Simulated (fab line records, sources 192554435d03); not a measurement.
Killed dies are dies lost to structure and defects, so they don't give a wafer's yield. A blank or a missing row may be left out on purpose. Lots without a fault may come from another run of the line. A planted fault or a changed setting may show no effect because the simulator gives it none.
A struck lot beside a sound one | flow n5_finfet | 37 steps out of a route of 1938
Sound: wafers L619.2, L619.5, L619.6. Struck: wafers L623.3, L623.5, L623.6. The cause comes at the end.
At each step with rows: each side's tool, then ch and its chambers, then its first start. Under that, the readings that differ: sound wafers | struck wafers | difference of the means | sigmas: that difference in standard deviations of wafers without a fault.
alike: readings whose means differ by less than 2 such deviations, and words and numbers that are the same on both sides. not compared: withheld readings, readings that some wafer has no value for, bounds like >300 that may hide the same value, and numbers for which the record gives no deviation and whose values overlap.
The two part at a step that has a row with sigmas, a row that says differs or no value, or rows on one side only. Numbers that don't overlap but have no deviation are shown without sigmas and don't part them. A reading that every wafer of one side lacks parts them only if that side has two wafers or more.

first, 10 steps without rows for these wafers: N5_MOL_CONTACT_COAG_SIL_ANNEAL_21 (time 60 s); N5_MOL_CONTACT_COAG_PRE_CLEAN_141 (time 60 s); N5_MOL_CONTACT_COAG_SPUTTER_143 (material Co, target thk 2.5 nm); N5_MOL_CONTACT_COAG_CO_FILL_22 (material Co, precursor CCTBA/H2, target thk 20 nm); N5_MOL_CONTACT_COAG_ANNEAL_113 (time 300 s); N5_MOL_CONTACT_COAG_PRE_CLEAN_142 (time 60 s); N5_MOL_CONTACT_COAG_SPUTTER_130 (material Co, target thk 47.5 nm); N5_MOL_CONTACT_COAG_PRECLEAN_125 (cleans in DIW, time 57.5 s); N5_MOL_CONTACT_COAG_SRD_126 (dry time 32 s); N5_MOL_CONTACT_COAG_CMP_23 (polishes, stops on SiO2, t overpolish 1.5 s, target thk 0 nm).
N5_MOL_CONTACT_COAG_WET_ETCH_26: target Co, target depth 13 nm.
  sound on wet_bench-05 ch 2,3,6, day 5 14:50; struck on wet_bench-03 ch 1,5,7, day 6 10:23
then, 25 steps without rows for these wafers: N5_MOL_CONTACT_COAG_WET_ETCH_116 (etches the open film in SC1-inhibited, target depth 4.6 nm, rinse time 30 s); N5_MOL_CONTACT_COAG_ALD_27 (deposits SiOC, target thk 17 nm, pulse time 1.5 s, time 2720 s); N5_MOL_CONTACT_COAG_CMP_28 (polishes, stops on SiNx, t overpolish 0.85 s, target thk 14.522 nm); N5_MOL_CONTACT_COAG_ALD_123 (deposits SiNx, target thk 5 nm, pulse time 1 s, purge time 2 s); N5_MOL_CONTACT_COAG_PECVD_31 (deposits SiO2 from TEOS/O2, target thk 46 nm, time 8.9 s); N5_MOL_CONTACT_COAG_COAT_75 (time 60 s, resist thk 60 nm); N5_MOL_CONTACT_COAG_COAT_76 (time 60 s, resist thk 10 nm); N5_MOL_CONTACT_COAG_COAT_77 (time 60 s, resist thk 10 nm); N5_MOL_CONTACT_COAG_COAT_78 (resist thk 40 nm); N5_MOL_CONTACT_COAG_EBR_80; N5_MOL_CONTACT_COAG_SOFTBAKE_79 (time 60 s); N5_MOL_CONTACT_COAG_EXPOSE_81 (exposes mask VG, defocus 0 nm); N5_MOL_CONTACT_COAG_PEB_82 (peb time 60 s); N5_MOL_CONTACT_COAG_DEVELOP_83 (develop time 30 s); N5_MOL_CONTACT_COAG_DESCUM_88 (chemistry O2, time 7 s); N5_MOL_CONTACT_COAG_ETCH_89 (etches underlayer in N2/H2, target depth 13 nm, time 10.4 s); N5_MOL_CONTACT_COAG_ETCH_90 (etches SiARC in CF4, target depth 13 nm, time 21.7 s); N5_MOL_CONTACT_COAG_ALD_131 (deposits SiO2, target thk 5 nm, pulse time 1 s, co reactant pulse time 1 s); N5_MOL_CONTACT_COAG_ETCHBACK_132 (etches SiO2 in CHF3, target depth 10 nm, time 6.7 s); N5_MOL_CONTACT_COAG_ETCH_91 (etches SOC in N2/H2, target depth 60 nm, overetch 21 nm, time 101.2 s); N5_MOL_CONTACT_COAG_STRIP_92 (strips in N2/H2); N5_MOL_CONTACT_COAG_STRIP_93 (strips in N2/H2); N5_MOL_CONTACT_COAG_ETCHBACK_135 (etches SiO2 in CHF3, target depth 25 nm, time 16.7 s); N5_MOL_CONTACT_COAG_STRIP_118 (strips in CHF3); N5_MOL_CONTACT_COAG_VIA_ETCH_46 (etches SiO2 in C4F6/O2, target depth 46 nm, overetch 9.2 nm, time 40 s).
-- the record jumps here: 7 days lie between the struck wafers' starts before and after (it left off in module MOL_CONTACT_COAG and takes up again in module PASSIVATION, whose first step shown is number 1936 of the route) --
N5_PASSIVATION_PROBE_49:
  the record has rows for the struck wafers here (prober-01, day 13 06:54) and none for the sound ones

WHERE THEY PART
Only at N5_PASSIVATION_PROBE_49, within this record.

WHY: what the simulator had put in
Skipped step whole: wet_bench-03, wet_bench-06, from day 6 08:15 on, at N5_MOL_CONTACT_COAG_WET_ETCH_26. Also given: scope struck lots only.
